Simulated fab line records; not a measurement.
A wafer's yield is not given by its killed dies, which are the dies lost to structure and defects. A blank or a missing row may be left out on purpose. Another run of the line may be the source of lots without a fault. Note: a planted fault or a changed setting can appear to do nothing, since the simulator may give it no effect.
8D (eight disciplines) problem report, filled in by code / flow n5-finfet / the parts of the form that need people (team, actions taken, sign-off) are left out

== 1. WHAT IS WRONG ==
cd-nm at N5_BEOL_M3_CD_MEAS_28 reads a mean of 22.87 nm on 4 wafers of 2 lots; wafers without a fault read 25.79 nm with a standard deviation of 0.24. Relative to the usual mean, that is a shift of -12 standard deviations.
The step: target cd 25.7 nm, target cd y 23.3 nm.
Earliest sighting: wafer L263.4 on cd-sem-02 at day 8 20:29. The record has a number at this step for 27 wafers belonging to 9 lots. Rule for "out" (also "out of limits"): further than 4 standard deviations from the usual mean. The rest of the wafers with a number are treated as sound.

== 2. WHAT IT IS; WHAT IT IS NOT ==
question=which readings at this step | is=cd-nm | is not=-
question=which lots | is=L263, L264 | is not=L260, L261, L262, L274, L275, L279, L280
question=which wafers of those lots | is=L263.4, L263.6, L264.4, L264.6 | is not=L263.3, L264.2
question=read on which gauges | is=cd-sem-02 | is not=cd-sem-01, cd-sem-03
question=when | is=from day 8 20:29 | is not=up to then (10 sound wafers); but 13 sound wafers of L264, L274, L275, L279, L280 came after

== 3. SUSPECTS, AND WHAT RULES EACH OUT ==
Counting: if a tool at a process step up to the reading ran every lot that is out, it stays a suspect. Sound lots after the first of them don't rule it out here, since some wafers of a struck lot are sound.
- the gauge at N5_BEOL_M3_CD_MEAS_28: ruled out. All the wafers that are out were read on cd-sem-02, but those of them that N5_BEOL_M4_RC_MEAS_101 has rows for are out there too, on other tools.
- euv-scanner-02 at N5_BEOL_M3_EXPOSE_25 (exposes mask V2, defocus 5 nm): kept. Ran every lot that is out, first one L263 (day 8 20:22); last sound lot up to then L261 (day 8 11:02).
Remaining after the count: euv-scanner-02 at N5_BEOL_M3_EXPOSE_25.

== 4. THE CAUSE (what the simulator had put in) ==
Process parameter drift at N5_BEOL_M3_EXPOSE_25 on euv-scanner-02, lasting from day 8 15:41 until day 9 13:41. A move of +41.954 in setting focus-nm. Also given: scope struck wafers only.
After counting, this tool was the only one left.

== 5. THE EFFECT CHAIN, in route order ==
One row per reading whose mean, taken over the struck wafers that have a number, lies over 3 standard deviations from the usual. Readings are gone through only where the record gives a usual standard deviation; hours: the median, over the lots, of the time from a lot's start at the first step in this table giving one to that lot's start at this step; sigmas: the change measured in usual standard deviations.
hours=0; step=N5_BEOL_M3_CD_MEAS_28; reading=cd-nm; usual=25.79 nm; on struck wafers=22.87; change=-2.92; sigmas=-12
hours=42; step=N5_BEOL_M4_RC_MEAS_101; reading=CHAIN_V2; usual=228 ohm/link; on struck wafers=294; change=+66; sigmas=+6.9
hours=42; step=N5_BEOL_M4_RC_MEAS_101; reading=CHAIN_V2_max_site; usual=237 ohm/link; on struck wafers=308; change=+72; sigmas=+6.5
hours=160; step=N5_PASSIVATION_PROBE_49; reading=killed-on-rim; usual=13; on struck wafers=24; change=+12; sigmas=+3.2
Its process steps:
- N5_PASSIVATION_PROBE_49

== 6. WHAT WOULD HAVE CAUGHT IT SOONER ==
The first out-of-limits reading at a measuring or inspecting step in this record came at day 8 20:29, 5 hours after the fault's start at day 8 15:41.
Of the lots that are out (2), L264 began N5_BEOL_M3_EXPOSE_25 on euv-scanner-02 after day 8 20:29. Putting the tool on hold at that point would have spared it.
